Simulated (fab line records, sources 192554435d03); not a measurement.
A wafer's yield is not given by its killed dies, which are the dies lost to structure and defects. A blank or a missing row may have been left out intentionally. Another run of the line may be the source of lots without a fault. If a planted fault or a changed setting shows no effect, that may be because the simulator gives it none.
fab line records	flow n5_finfet
record lots=7	wafers=39
route steps=1938 shown BEOL_M1@800 BEOL_M5@1112 BEOL_M7@1263 BEOL_M9@1401
start_h: hours from the record's first day to the start of the lot's first wafer shown	wait_h: how many hours have passed since the lot's step before this one	" repeats the value in the row above	L1.1+2: several wafers, shown together as one row	- value missing, or start not given	* or withheld: withheld	< > ~ a bound
route shown NAME@n: names a module that has steps shown in the file, with the first one's number in the route	usual: mean and standard deviation over wafers with no fault	same: alike in all rows	chamber/n: place in a boat	sites: readings site by site	_std_site: the values' standard deviation	_edge_site: inner sites' mean taken away from outer sites' mean	radius_mm: for every site, how far away it sits from the centre of the wafer	mask NAME#n: copy n	behind: the most recent tool/chamber to have shaped the wafer	hold: what put the lot on hold/how long, in hours/how the hold closed	device: transistor that didn't switch, given as n, p or np	end of line: the same wafers' tests at the end of the route	where a step has no rows: the recipe by itself	killed: count of dies lost to structure and defects at first sort (not the wafer's yield)	map: dies across one wafer; x = killed, . = not, _ = none there
set.NAME: setting as actually run; set.NAME@STEP: the setting as run at that earlier step	model.NAME: the simulator's own value behind a step, which no gauge read
lots with deliberately changed settings; one table per step, one row per wafer
## steps
# step N5_BEOL_M1_TRENCH_ETCH_37
# recipe chemistry=C4F6/O2	target_depth_a=552.07	target=SiOC	time_s=29	ion_energy_ev=250	pressure_mtorr=30	source_w=355	bias_w=185	Ar_flow_sccm=300	C4F6_flow_sccm=10	O2_flow_sccm=10
lot.wafer	tool	chamber	start_h	wait_h	set.time_s	model.etch.depth_nm	model.BEOL_M1.feature_depth_nm	model.TiN_of_BEOL_M1_HM_DEP_02.thk_nm
L076.1	rie_diel-03	0	-	-	29	55.22	55.2	18.2
L076.2	"	3	"	"	29	55.87	55.8	18.2
L076.3	"	2	"	"	29	54.3	54.4	18
L076.4	"	1	"	"	14.07	26.98	27	19.2
L076.5	"	2	"	"	14.07	26.6	26.6	19.4
L076.6	"	3	"	"	14.07	27.1	27	19.6
L077.1	rie_diel-03	2	-	-	16.77	31.95	32	18.6
L077.2	"	1	"	"	16.77	32.22	32.2	18.4
L077.3	"	0	"	"	16.77	32.12	32.2	18.4
L077.4	"	3	"	"	29	55.9	56	17.6
L077.5	"	1	"	"	29	56.02	56	17.4
L077.6	"	2	"	"	29	55.34	55.4	17.6
L078.1	rie_diel-03	2	-	-	29	54.89	54.8	17.6
L078.2	"	3	"	"	29	56.12	56.2	17.4
L078.3	"	1	"	"	29	55.08	55	17.4
L078.4	"	0	"	"	29	54.71	54.8	17.4
L078.5	"	0	"	"	29	54.54	54.6	17.6
L078.6	"	1	"	"	29	55.39	55.4	17.4
L086.1	rie_diel-01	3	-	-	41.39	80.04	80	16.8
L086.2	"	0	"	"	29	54.22	54.2	17.8
L086.3	"	1	"	"	41.39	77.99	78	17
L086.4	"	2	"	"	41.39	80.43	80.4	16.8
L086.5	"	2	"	"	29	56.26	56.2	17.8
L086.6	"	3	"	"	29	55.44	55.4	17.8
L090.1	rie_diel-01	3	-	-	29	55.34	55.4	17.2
L090.2	"	2	"	"	29	56.27	56.2	17.4
L090.3	"	0	"	"	29	54.7	54.6	17.4
L090.4	"	1	"	"	29	54.41	54.4	17.4
L090.5	"	1	"	"	29	54.2	54.2	17.6
L090.6	"	2	"	"	29	56.41	56.4	17.4
L092.1	rie_diel-06	3	-	-	40.2	75.75	75.8	16.6
L092.2	"	0	"	"	40.2	75.19	75.2	16.6
L092.3	"	2	"	"	29	54.69	54.6	17.4
L092.4	"	0	"	"	29	54.45	54.4	17.6
L092.5	"	2	"	"	29	54.63	54.6	17.4
L092.6	"	3	"	"	40.2	75.77	75.8	17
L094.1	rie_diel-03	2	-	-	29	54.02	54	17.8
L094.2	"	0	"	"	29	54.16	54.2	17.6
L094.6	"	3	"	"	29	54.95	55	17.6
# step N5_BEOL_M1_ETCH_41
# recipe chemistry=CH3F/O2	target=SiCN	target_depth_a=319	taper_deg=2	time_s=57.8	ion_energy_ev=120	mask_material=TiN	pressure_mtorr=30	source_w=395	bias_w=75	Ar_flow_sccm=150	CH3F_flow_sccm=30	O2_flow_sccm=20
# step N5_BEOL_M1_STRIP_97
# recipe chemistry=N2/H2	time_s=10	power_w=450	temp_c=40	pressure_mtorr=20	rf_frequency_hz=6e+07	bias_power_w=7	n2_flow_sccm=200	h2_flow_sccm=200
# step N5_BEOL_M1_OCD_MEAS_38
# usual trench_depth_nm=55.1/0.79
lot.wafer	tool	chamber	start_h	wait_h	set.time_s@BEOL_M1_TRENCH_ETCH_37	trench_depth_nm
L076.1	ocd-01	-	162.01	-	29	55.2
L076.2	"	-	"	"	29	55.6
L076.3	"	-	"	"	29	53.9
L076.4	"	-	"	"	14.07	26.8
L076.5	"	-	"	"	14.07	26.6
L076.6	"	-	"	"	14.07	27.4
L077.1	ocd-01	-	166.47	-	16.77	31.8
L077.2	"	-	"	"	16.77	32.6
L077.3	"	-	"	"	16.77	32.5
L077.4	"	-	"	"	29	56.0
L077.5	"	-	"	"	29	56.6
L077.6	"	-	"	"	29	54.8
L078.1	ocd-02	-	170.75	-	29	55.0
L078.2	"	-	"	"	29	56.1
L078.3	"	-	"	"	29	54.8
L078.4	"	-	"	"	29	54.8
L078.5	"	-	"	"	29	54.7
L078.6	"	-	"	"	29	55.2
L086.1	ocd-02	-	214.39	-	41.39	80.2
L086.2	"	-	"	"	29	54.6
L086.3	"	-	"	"	41.39	77.7
L086.4	"	-	"	"	41.39	80.3
L086.5	"	-	"	"	29	55.8
L086.6	"	-	"	"	29	55.5
L090.1	ocd-02	-	233.93	-	29	55.2
L090.2	"	-	"	"	29	56.6
L090.3	"	-	"	"	29	54.8
L090.4	"	-	"	"	29	54.0
L090.5	"	-	"	"	29	53.6
L090.6	"	-	"	"	29	56.2
L092.1	ocd-01	-	243.38	-	40.2	76.4
L092.2	"	-	"	"	40.2	75.5
L092.3	"	-	"	"	29	54.9
L092.4	"	-	"	"	29	54.6
L092.5	"	-	"	"	29	54.6
L092.6	"	-	"	"	40.2	75.9
L094.1	ocd-01	-	282.45	-	29	53.9
L094.2	"	-	"	"	29	53.8
L094.6	"	-	"	"	29	54.8
# step N5_BEOL_M5_ILD_DEP_00
# recipe material=SiCOH_lowk	target_thk_a=1406.4	temp_c=300	precursor=DEMS/porogen	pressure_torr=5	rf_w=500	time_s=25.9
lot.wafer	tool	chamber	start_h	wait_h	set.time_s	model.SiCOH_lowk_of_BEOL_M5_ILD_DEP_00.thk_nm
L076.1	pecvd-02	1	250.86	0.8	37.41	198.6
L076.2	"	0	"	"	25.9	139.8
L076.3	"	2	"	"	25.9	138.2
L076.4	"	0	"	"	25.9	141.8
L076.5	"	2	"	"	37.41	202.6
L076.6	"	1	"	"	37.41	201
L077.1	pecvd-04	1	253.48	0.8	25.9	138.2
L077.2	"	0	"	"	25.9	138.8
L077.3	"	2	"	"	25.9	138.4
L077.4+5	"	0,2	"	"	25.9	140.8
L077.6	"	1	"	"	25.9	141
L078.1	pecvd-02	0	259.49	0.8	25.9	138.2
L078.2	"	1	"	"	25.9	138
L078.3	"	1	"	"	25.9	139.4
L078.4	"	0	"	"	25.9	140.2
L078.5	"	1	"	"	25.9	140
L078.6	"	0	"	"	25.9	141.4
L086.1	pecvd-03	0	296.69	0.8	25.9	140.6
L086.2+3	"	1,2	"	"	25.9	140.4
L086.4	"	1	"	"	25.9	142.4
L086.5	"	0	"	"	25.9	142.6
L086.6	"	2	"	"	25.9	144.8
L092.1	pecvd-04	1	296.83	0.8	25.9	137.8
L092.2	"	2	"	"	25.9	141.6
L092.3	"	0	"	"	25.9	138.8
L092.4	"	0	"	"	25.9	140.6
L092.5	"	2	"	"	25.9	140.8
L092.6	"	1	"	"	25.9	141.8
L090.1	pecvd-02	1	320.26	0.8	38.21	204.8
L090.2	"	0	"	"	25.9	139.4
L090.3	"	2	"	"	38.21	205.2
L090.4	"	1	"	"	38.21	206
L090.5	"	0	"	"	25.9	142
L090.6	"	2	"	"	25.9	141.4
L094.1	pecvd-02	1	370.40	0.8	25.9	139.4
L094.2	"	0	"	"	25.9	142
L094.6	"	0	"	"	25.9	143
# step N5_BEOL_M5_CURE_79
# recipe temp_c=385	time_s=240	ambient=He/Ar	material=SiCOH_lowk
lot.wafer	tool	chamber	start_h	wait_h	set.time_s@BEOL_M5_ILD_DEP_00	model.SiCOH_lowk_of_BEOL_M5_ILD_DEP_00.thk_nm
L076.1	uv_cure-01	0	250.92	0.0	37.41	171.4
L076.2	"	0	"	"	25.9	120.2
L076.3	"	0	"	"	25.9	118.8
L076.4	"	0	"	"	25.9	122
L076.5	"	0	"	"	37.41	175
L076.6	"	0	"	"	37.41	173.6
L077.1	uv_cure-01	2	253.54	0.0	25.9	118.8
L077.2	"	2	"	"	25.9	119.4
L077.3	"	2	"	"	25.9	119
L077.4+5	"	2	"	"	25.9	121
L077.6	"	2	"	"	25.9	121.4
L078.1+2	uv_cure-03	1	259.58	0.1	25.9	118.8
L078.3	"	1	"	"	25.9	120
L078.4	"	1	"	"	25.9	120.6
L078.5	"	1	"	"	25.9	120.4
L078.6	"	1	"	"	25.9	121.6
L086.1	uv_cure-02	1	296.77	0.1	25.9	121
L086.2+3	"	1	"	"	25.9	120.8
L086.4	"	1	"	"	25.9	122.6
L086.5	"	1	"	"	25.9	122.8
L086.6	"	1	"	"	25.9	124.6
L092.1	uv_cure-03	0	296.89	0.0	25.9	118.4
L092.2	"	0	"	"	25.9	121.8
L092.3	"	0	"	"	25.9	119.4
L092.4	"	0	"	"	25.9	121
L092.5	"	0	"	"	25.9	121.2
L092.6	"	0	"	"	25.9	122
L090.1	uv_cure-02	1	320.32	0.0	38.21	176.8
L090.2	"	1	"	"	25.9	120
L090.3	"	1	"	"	38.21	177.2
L090.4	"	1	"	"	38.21	178
L090.5	"	1	"	"	25.9	122.2
L090.6	"	1	"	"	25.9	121.6
L094.1	uv_cure-02	0	370.47	0.0	25.9	120
L094.2	"	0	"	"	25.9	122.2
L094.6	"	0	"	"	25.9	123
# step N5_BEOL_M5_THK_MEAS_01
# recipe reads=SiCOH_lowk_of_BEOL_M5_ILD_DEP_00
# usual M5_ILD_THK=121.2/1.4
lot.wafer	tool	chamber	start_h	wait_h	set.time_s@BEOL_M5_ILD_DEP_00	M5_ILD_THK[nm]
L076.1	film_metro-01	-	251.43	0.4	37.41	171.4
L076.2	"	-	"	"	25.9	120.1
L076.3	"	-	"	"	25.9	118.8
L076.4	"	-	"	"	25.9	121.9
L076.5	"	-	"	"	37.41	175.1
L076.6	"	-	"	"	37.41	173.4
L077.1	film_metro-01	-	254.53	0.8	25.9	118.8
L077.2	"	-	"	"	25.9	119.5
L077.3	"	-	"	"	25.9	119.0
L077.4	"	-	"	"	25.9	121.0
L077.5	"	-	"	"	25.9	121.1
L077.6	"	-	"	"	25.9	121.4
L078.1	film_metro-01	-	260.58	0.8	25.9	118.8
L078.2	"	-	"	"	25.9	118.7
L078.3	"	-	"	"	25.9	120.1
L078.4	"	-	"	"	25.9	120.6
L078.5	"	-	"	"	25.9	120.3
L078.6	"	-	"	"	25.9	121.4
L086.1	film_metro-01	-	297.28	0.4	25.9	120.9
L086.2	"	-	"	"	25.9	120.8
L086.3	"	-	"	"	25.9	120.8
L086.4	"	-	"	"	25.9	122.6
L086.5	"	-	"	"	25.9	122.8
L086.6	"	-	"	"	25.9	124.7
L092.1	film_metro-01	-	297.40	0.4	25.9	118.6
L092.2	"	-	"	"	25.9	121.7
L092.3	"	-	"	"	25.9	119.4
L092.4	"	-	"	"	25.9	121.0
L092.5	"	-	"	"	25.9	121.2
L092.6	"	-	"	"	25.9	121.9
L090.1	film_metro-02	-	320.83	0.4	38.21	176.8
L090.2	"	-	"	"	25.9	120.1
L090.3	"	-	"	"	38.21	177.3
L090.4	"	-	"	"	38.21	178.0
L090.5	"	-	"	"	25.9	122.3
L090.6	"	-	"	"	25.9	121.7
L094.1	film_metro-01	-	371.47	0.8	25.9	120.0
L094.2	"	-	"	"	25.9	122.2
L094.6	"	-	"	"	25.9	123.0
# step N5_BEOL_M7_ILD_DEP_00
# recipe material=SiCOH_lowk	target_thk_a=1797.5	temp_c=300	precursor=DEMS/porogen	pressure_torr=5	rf_w=500	time_s=33.4
lot.wafer	tool	chamber	start_h	wait_h	set.target_thk_a	model.SiCOH_lowk_of_BEOL_M7_ILD_DEP_00.thk_nm
L076.1	pecvd-01	1	267.32	0.0	1242	123.2
L076.2	"	2	"	"	1797.5	177
L076.3	"	0	"	"	1797.5	178
L076.4	"	0	"	"	1242	126.6
L076.5	"	2	"	"	1797.5	180.2
L076.6	"	1	"	"	1242	124.6
L077.1	pecvd-04	2	274.36	0.0	2075	207.4
L077.2	"	0	"	"	1797.5	181.6
L077.3	"	1	"	"	2075	209
L077.4	"	0	"	"	2075	211
L077.5	"	1	"	"	1797.5	184.4
L077.6	"	2	"	"	1797.5	183.4
L078.1	pecvd-04	0	281.16	0.0	1254	122.8
L078.2	"	1	"	"	1254	126.4
L078.3	"	0	"	"	1797.5	180
L078.4	"	1	"	"	1254	128.2
L078.5	"	0	"	"	1797.5	178.6
L078.6	"	1	"	"	1797.5	181.8
L092.1	pecvd-04	2	315.54	0.0	1483	147
L092.2	"	1	"	"	1483	150.6
L092.3	"	0	"	"	1797.5	178.6
L092.4	"	1	"	"	1797.5	182.4
L092.5	"	0	"	"	1483	149.4
L092.6	"	2	"	"	1797.5	183.6
L086.1	pecvd-03	0	317.88	0.0	2618	261
L086.2	"	1	"	"	1797.5	179.6
L086.3	"	2	"	"	1797.5	177.2
L086.4	"	1	"	"	2618	266.6
L086.5	"	2	"	"	1797.5	181.4
L086.6	"	0	"	"	2618	265
L090.1	pecvd-04	1	340.62	0.0	1797.5	180.8
L090.2	"	0	"	"	2600	259.6
L090.3	"	2	"	"	2600	259.2
L090.4	"	0	"	"	1797.5	181.6
L090.5	"	2	"	"	2600	264.8
L090.6	"	1	"	"	1797.5	183.2
L094.1	pecvd-03	1	392.01	0.0	1797.5	179.8
L094.2	"	2	"	"	1797.5	181.8
L094.6	"	1	"	"	1797.5	184.6
# step N5_BEOL_M7_CURE_74
# recipe temp_c=385	time_s=240	ambient=He/Ar	material=SiCOH_lowk
lot.wafer	tool	chamber	start_h	wait_h	set.target_thk_a@BEOL_M7_ILD_DEP_00	model.SiCOH_lowk_of_BEOL_M7_ILD_DEP_00.thk_nm
L076.1	uv_cure-01	0	267.39	0.0	1242	106
L076.2	"	0	"	"	1797.5	152.6
L076.3	"	0	"	"	1797.5	153.4
L076.4	"	0	"	"	1242	108.8
L076.5	"	0	"	"	1797.5	155.4
L076.6	"	0	"	"	1242	107
L077.1	uv_cure-02	0	274.52	0.1	2075	179.2
L077.2	"	0	"	"	1797.5	156.6
L077.3	"	0	"	"	2075	180.4
L077.4	"	0	"	"	2075	182.2
L077.5	"	0	"	"	1797.5	159.2
L077.6	"	0	"	"	1797.5	158.2
L078.1	uv_cure-01	1	281.46	0.3	1254	105.6
L078.2	"	1	"	"	1254	108.6
L078.3	"	1	"	"	1797.5	155.2
L078.4	"	1	"	"	1254	110.2
L078.5	"	1	"	"	1797.5	154
L078.6	"	1	"	"	1797.5	156.8
L092.1	uv_cure-01	2	315.60	0.0	1483	126.6
L092.2	"	2	"	"	1483	129.6
L092.3	"	2	"	"	1797.5	154
L092.4	"	2	"	"	1797.5	157.4
L092.5	"	2	"	"	1483	128.6
L092.6	"	2	"	"	1797.5	158.2
L086.1	uv_cure-02	0	317.95	0.0	2618	226
L086.2	"	0	"	"	1797.5	155
L086.3	"	0	"	"	1797.5	152.8
L086.4	"	0	"	"	2618	231
L086.5	"	0	"	"	1797.5	156.4
L086.6	"	0	"	"	2618	229.8
L090.1	uv_cure-03	2	340.90	0.3	1797.5	155.8
L090.2	"	2	"	"	2600	225
L090.3	"	2	"	"	2600	224.6
L090.4	"	2	"	"	1797.5	156.6
L090.5	"	2	"	"	2600	229.4
L090.6	"	2	"	"	1797.5	158
L094.1	uv_cure-03	2	392.08	0.0	1797.5	155.2
L094.2	"	2	"	"	1797.5	156.8
L094.6	"	2	"	"	1797.5	159.2
# step N5_BEOL_M7_THK_MEAS_01
# recipe reads=SiCOH_lowk_of_BEOL_M7_ILD_DEP_00
# usual M7_ILD_THK=155.9/2
lot.wafer	tool	chamber	start_h	wait_h	set.target_thk_a@BEOL_M7_ILD_DEP_00	M7_ILD_THK[nm]
L076.1	film_metro-02	-	267.90	0.4	1242	106.0
L076.2	"	-	"	"	1797.5	152.6
L076.3	"	-	"	"	1797.5	153.4
L076.4	"	-	"	"	1242	108.8
L076.5	"	-	"	"	1797.5	155.3
L076.6	"	-	"	"	1242	107.1
L077.1	film_metro-01	-	275.03	0.4	2075	179.3
L077.2	"	-	"	"	1797.5	156.5
L077.3	"	-	"	"	2075	180.6
L077.4	"	-	"	"	2075	182.2
L077.5	"	-	"	"	1797.5	159.1
L077.6	"	-	"	"	1797.5	158.4
L078.1	film_metro-01	-	281.97	0.4	1254	105.5
L078.2	"	-	"	"	1254	108.8
L078.3	"	-	"	"	1797.5	155.3
L078.4	"	-	"	"	1254	110.3
L078.5	"	-	"	"	1797.5	154.1
L078.6	"	-	"	"	1797.5	157.0
L092.1	film_metro-02	-	316.12	0.4	1483	126.7
L092.2	"	-	"	"	1483	129.6
L092.3	"	-	"	"	1797.5	154.0
L092.4	"	-	"	"	1797.5	157.4
L092.5	"	-	"	"	1483	128.7
L092.6	"	-	"	"	1797.5	158.2
L086.1	film_metro-01	-	318.46	0.4	2618	225.9
L086.2	"	-	"	"	1797.5	154.9
L086.3	"	-	"	"	1797.5	152.8
L086.4	"	-	"	"	2618	230.9
L086.5	"	-	"	"	1797.5	156.5
L086.6	"	-	"	"	2618	229.8
L090.1	film_metro-01	-	341.41	0.4	1797.5	155.8
L090.2	"	-	"	"	2600	224.9
L090.3	"	-	"	"	2600	224.5
L090.4	"	-	"	"	1797.5	156.6
L090.5	"	-	"	"	2600	229.3
L090.6	"	-	"	"	1797.5	157.8
L094.1	film_metro-01	-	392.59	0.4	1797.5	155.0
L094.2	"	-	"	"	1797.5	156.8
L094.6	"	-	"	"	1797.5	159.2
# step N5_BEOL_M9_ILD_DEP_00
# recipe material=SiCOH_lowk	target_thk_a=3085.1	temp_c=300	precursor=DEMS/porogen	pressure_torr=5	rf_w=500	time_s=58
lot.wafer	tool	chamber	start_h	wait_h	set.target_thk_a	model.SiCOH_lowk_of_BEOL_M9_ILD_DEP_00.thk_nm
L076.1	pecvd-02	0	281.10	0.0	3085.1	306.8
L076.2	"	1	"	"	3085.1	301
L076.3	"	2	"	"	3085.1	300.6
L076.4	"	0	"	"	3085.1	310.2
L076.5	"	2	"	"	3085.1	311.8
L076.6	"	1	"	"	3085.1	309.4
L077.1	pecvd-04	2	290.00	0.0	3085.1	306.2
L077.2	"	1	"	"	3085.1	306
L077.3	"	0	"	"	3085.1	302
L077.4	"	1	"	"	3085.1	309.6
L077.5	"	2	"	"	3085.1	310.4
L077.6	"	0	"	"	3085.1	308.6
L078.1	pecvd-02	2	297.97	0.0	3085.1	304
L078.2	"	0	"	"	2447	237.8
L078.3	"	1	"	"	2447	234.4
L078.4	"	2	"	"	2447	243.2
L078.5	"	1	"	"	3085.1	306.4
L078.6	"	0	"	"	3085.1	312
L092.1	pecvd-03	1	333.67	0.0	3085.1	305.2
L092.2	"	0	"	"	1528	151.6
L092.3	"	2	"	"	3085.1	308.8
L092.4	"	2	"	"	1528	155.8
L092.5	"	1	"	"	1528	154.2
L092.6	"	0	"	"	3085.1	311.2
L086.1	pecvd-03	1	334.19	0.0	3085.1	307.6
L086.2	"	2	"	"	1720	170.2
L086.3	"	0	"	"	1720	167.6
L086.4	"	2	"	"	1720	173.2
L086.5	"	1	"	"	3085.1	312.4
L086.6	"	0	"	"	3085.1	307.2
L090.1	pecvd-02	2	357.92	0.0	1622	156.2
L090.2	"	0	"	"	3085.1	301.2
L090.3	"	1	"	"	3085.1	302
L090.4	"	2	"	"	3085.1	301.4
L090.5	"	0	"	"	1622	157.2
L090.6	"	1	"	"	1622	156.8
L094.1	pecvd-04	0	410.80	0.0	3085.1	305.2
L094.2	"	1	"	"	3085.1	306.8
L094.6	"	1	"	"	3085.1	309.6
# step N5_BEOL_M9_CURE_71
# recipe temp_c=385	time_s=240	ambient=He/Ar	material=SiCOH_lowk
lot.wafer	tool	chamber	start_h	wait_h	set.target_thk_a@BEOL_M9_ILD_DEP_00	model.SiCOH_lowk_of_BEOL_M9_ILD_DEP_00.thk_nm
L076.1	uv_cure-03	0	281.18	0.0	3085.1	266.6
L076.2	"	0	"	"	3085.1	261.4
L076.3	"	0	"	"	3085.1	261
L076.4	"	0	"	"	3085.1	269.6
L076.5	"	0	"	"	3085.1	271
L076.6	"	0	"	"	3085.1	268.8
L077.1	uv_cure-01	0	290.07	0.0	3085.1	266
L077.2	"	0	"	"	3085.1	265.8
L077.3	"	0	"	"	3085.1	262.2
L077.4	"	0	"	"	3085.1	269
L077.5	"	0	"	"	3085.1	269.6
L077.6	"	0	"	"	3085.1	268.2
L078.1	uv_cure-02	2	298.04	0.0	3085.1	264
L078.2	"	2	"	"	2447	205.6
L078.3	"	2	"	"	2447	202.8
L078.4	"	2	"	"	2447	210.4
L078.5	"	2	"	"	3085.1	266.2
L078.6	"	2	"	"	3085.1	271
L092.1	uv_cure-03	1	333.74	0.0	3085.1	265.2
L092.2	"	1	"	"	1528	130.6
L092.3	"	1	"	"	3085.1	268.2
L092.4	"	1	"	"	1528	134.2
L092.5	"	1	"	"	1528	132.8
L092.6	"	1	"	"	3085.1	270.4
L086.1	uv_cure-02	0	334.27	0.0	3085.1	267.2
L086.2	"	0	"	"	1720	146.6
L086.3	"	0	"	"	1720	144.4
L086.4	"	0	"	"	1720	149.2
L086.5	"	0	"	"	3085.1	271.4
L086.6	"	0	"	"	3085.1	266.8
L090.1	uv_cure-03	2	358.15	0.2	1622	134.6
L090.2	"	2	"	"	3085.1	261.4
L090.3	"	2	"	"	3085.1	262.2
L090.4	"	2	"	"	3085.1	261.8
L090.5	"	2	"	"	1622	135.4
L090.6	"	2	"	"	1622	135
L094.1	uv_cure-02	1	411.11	0.3	3085.1	265
L094.2	"	1	"	"	3085.1	266.6
L094.6	"	1	"	"	3085.1	269
# step N5_BEOL_M9_THK_MEAS_01
# recipe reads=SiCOH_lowk_of_BEOL_M9_ILD_DEP_00
# usual M9_ILD_THK=268/3.3
lot.wafer	tool	chamber	start_h	wait_h	set.target_thk_a@BEOL_M9_ILD_DEP_00	M9_ILD_THK[nm]
L076.1	film_metro-01	-	281.69	0.4	3085.1	267
L076.2	"	-	"	"	3085.1	261
L076.3	"	-	"	"	3085.1	261
L076.4	"	-	"	"	3085.1	270
L076.5	"	-	"	"	3085.1	271
L076.6	"	-	"	"	3085.1	269
L077.1	film_metro-02	-	290.59	0.4	3085.1	266
L077.2	"	-	"	"	3085.1	266
L077.3	"	-	"	"	3085.1	262
L077.4	"	-	"	"	3085.1	269
L077.5	"	-	"	"	3085.1	270
L077.6	"	-	"	"	3085.1	268
L078.1	film_metro-02	-	298.56	0.4	3085.1	264
L078.2	"	-	"	"	2447	206
L078.3	"	-	"	"	2447	203
L078.4	"	-	"	"	2447	211
L078.5	"	-	"	"	3085.1	266
L078.6	"	-	"	"	3085.1	271
L092.1	film_metro-02	-	334.26	0.4	3085.1	265
L092.2	"	-	"	"	1528	131
L092.3	"	-	"	"	3085.1	268
L092.4	"	-	"	"	1528	134
L092.5	"	-	"	"	1528	133
L092.6	"	-	"	"	3085.1	271
L086.1	film_metro-01	-	334.78	0.4	3085.1	267
L086.2	"	-	"	"	1720	147
L086.3	"	-	"	"	1720	145
L086.4	"	-	"	"	1720	149
L086.5	"	-	"	"	3085.1	271
L086.6	"	-	"	"	3085.1	267
L090.1	film_metro-02	-	358.66	0.4	1622	135
L090.2	"	-	"	"	3085.1	262
L090.3	"	-	"	"	3085.1	263
L090.4	"	-	"	"	3085.1	262
L090.5	"	-	"	"	1622	135
L090.6	"	-	"	"	1622	135
L094.1	film_metro-02	-	411.62	0.4	3085.1	265
L094.2	"	-	"	"	3085.1	267
L094.6	"	-	"	"	3085.1	269
## key
split step=N5_BEOL_M1_TRENCH_ETCH_37	setting=time_s	stated=29	by=wafer
response step=N5_BEOL_M1_TRENCH_ETCH_37	reading=model.etch.depth_nm	change=+0.554	per=1%	r=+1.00
response step=N5_BEOL_M1_TRENCH_ETCH_37	reading=model.BEOL_M1.feature_depth_nm	change=+0.555	per=1%	r=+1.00
response step=N5_BEOL_M1_TRENCH_ETCH_37	reading=model.TiN_of_BEOL_M1_HM_DEP_02.thk_nm	change=-0.0223	per=1%	r=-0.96
response step=N5_BEOL_M1_OCD_MEAS_38	reading=trench_depth_nm	change=+0.552	per=1%	r=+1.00
split step=N5_BEOL_M5_ILD_DEP_00	setting=time_s	stated=25.9	by=wafer
response step=N5_BEOL_M5_ILD_DEP_00	reading=model.SiCOH_lowk_of_BEOL_M5_ILD_DEP_00.thk_nm	change=+1.36	per=1%	r=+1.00
response step=N5_BEOL_M5_CURE_79	reading=model.SiCOH_lowk_of_BEOL_M5_ILD_DEP_00.thk_nm	change=+1.19	per=1%	r=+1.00
response step=N5_BEOL_M5_THK_MEAS_01	reading=M5_ILD_THK	change=+1.19	per=1%	r=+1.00
split step=N5_BEOL_M7_ILD_DEP_00	setting=target_thk_a	stated=1797.5	by=wafer
response step=N5_BEOL_M7_ILD_DEP_00	reading=model.SiCOH_lowk_of_BEOL_M7_ILD_DEP_00.thk_nm	change=+1.8	per=1%	r=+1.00
response step=N5_BEOL_M7_CURE_74	reading=model.SiCOH_lowk_of_BEOL_M7_ILD_DEP_00.thk_nm	change=+1.57	per=1%	r=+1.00
response step=N5_BEOL_M7_THK_MEAS_01	reading=M7_ILD_THK	change=+1.57	per=1%	r=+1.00
split step=N5_BEOL_M9_ILD_DEP_00	setting=target_thk_a	stated=3085.1	by=wafer
response step=N5_BEOL_M9_ILD_DEP_00	reading=model.SiCOH_lowk_of_BEOL_M9_ILD_DEP_00.thk_nm	change=+3.1	per=1%	r=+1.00
response step=N5_BEOL_M9_CURE_71	reading=model.SiCOH_lowk_of_BEOL_M9_ILD_DEP_00.thk_nm	change=+2.71	per=1%	r=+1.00
response step=N5_BEOL_M9_THK_MEAS_01	reading=M9_ILD_THK	change=+2.71	per=1%	r=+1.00
